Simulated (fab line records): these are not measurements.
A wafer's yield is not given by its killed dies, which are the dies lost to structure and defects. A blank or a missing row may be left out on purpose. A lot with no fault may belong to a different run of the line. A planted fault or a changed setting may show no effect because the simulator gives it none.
2 desks, one fault -- flow n5_finfet -- every desk sees just its own numbers, and what lay behind them comes last

## TOOL OWNER'S DESK, litho_track-04
The tool's own readings at N5_MOL_CONTACT_COAG_COAT_62 (time 60 s, resist thk 60 nm): means of the sampled wafers that have a number, for each lot that ran on this tool. The brackets show how far a lot's mean lies from the usual mean; more than 4 standard deviations puts the lot out of limits, marked OUT.
Columns: A = spin_speed_rpm at N5_MOL_CONTACT_COAG_COAT_62, usual 1500.1 rpm
lot,first seen here,A
L791,day 5 23:24,1501.1
L800,day 8 07:44,1715.1 (+99 or more) OUT
L804,day 9 03:05,1714.3 (+99 or more) OUT
This desk's verdict: out of limits on L800, L804, starting with L800 at day 8 07:44 (spin_speed_rpm at N5_MOL_CONTACT_COAG_COAT_62). L791 stayed within limits.

## AT THE METROLOGY DESK
What the gauges read, lot by lot, whatever tool the lot ran on: means of the sampled wafers that have a number. The brackets show how far a lot's mean lies from the usual mean; more than 4 standard deviations puts the lot out of limits, marked OUT. 7 of its 10 readings are shown, namely those furthest out on some lot.
Columns: A = DIBL_P at N5_BEOL_M4_RC_MEAS_101, usual 36.9 mV/V; B = IOFF_N at N5_BEOL_M4_RC_MEAS_101, usual 0.163 nA/um; C = IOFF_P at N5_BEOL_M4_RC_MEAS_101, usual 0.22 nA/um; D = SS_N at N5_BEOL_M4_RC_MEAS_101, usual 71.6 mV/dec; E = SS_P at N5_BEOL_M4_RC_MEAS_101, usual 73.4 mV/dec; F = VT_N at N5_BEOL_M4_RC_MEAS_101, usual 249.8 mV; G = VT_P at N5_BEOL_M4_RC_MEAS_101, usual -250 mV
lot,first seen here,A,B,C,D,E,F,G
L791,day 8 17:53,38.8,0.182,0.26,71.5,74.5,249.7,-246
L800,day 11 05:46,35.9,0.152,0.21,71.0,73.0,251.5,-251
L799,day 11 06:46,38.8,0.193,0.22,72.1,73.6,246.1,-252
L804,day 12 08:45,37.3,0.176,0.22,72.1,73.4,247.1,-250
Finding of this desk: none of the 4 lots has anything out of limits.

## PUT TOGETHER
On L800, L804, at day 8 07:44, an alarm was possible from the tool owner's desk.
Nothing out of limits was seen by the metrology desk.
The metrology desk has L800, L804 on record, within its limits.
Every lot named ran N5_MOL_CONTACT_COAG_COAT_62 on litho_track-04.

## WHAT THE SIMULATOR HAD INSERTED
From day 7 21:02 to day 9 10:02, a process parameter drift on litho_track-04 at N5_MOL_CONTACT_COAG_COAT_62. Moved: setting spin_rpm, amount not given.
Struck lots among those shown: L800, L804.
Time in hours from fault onset to the first out-of-limits reading at each desk: the tool owner's desk, 11.
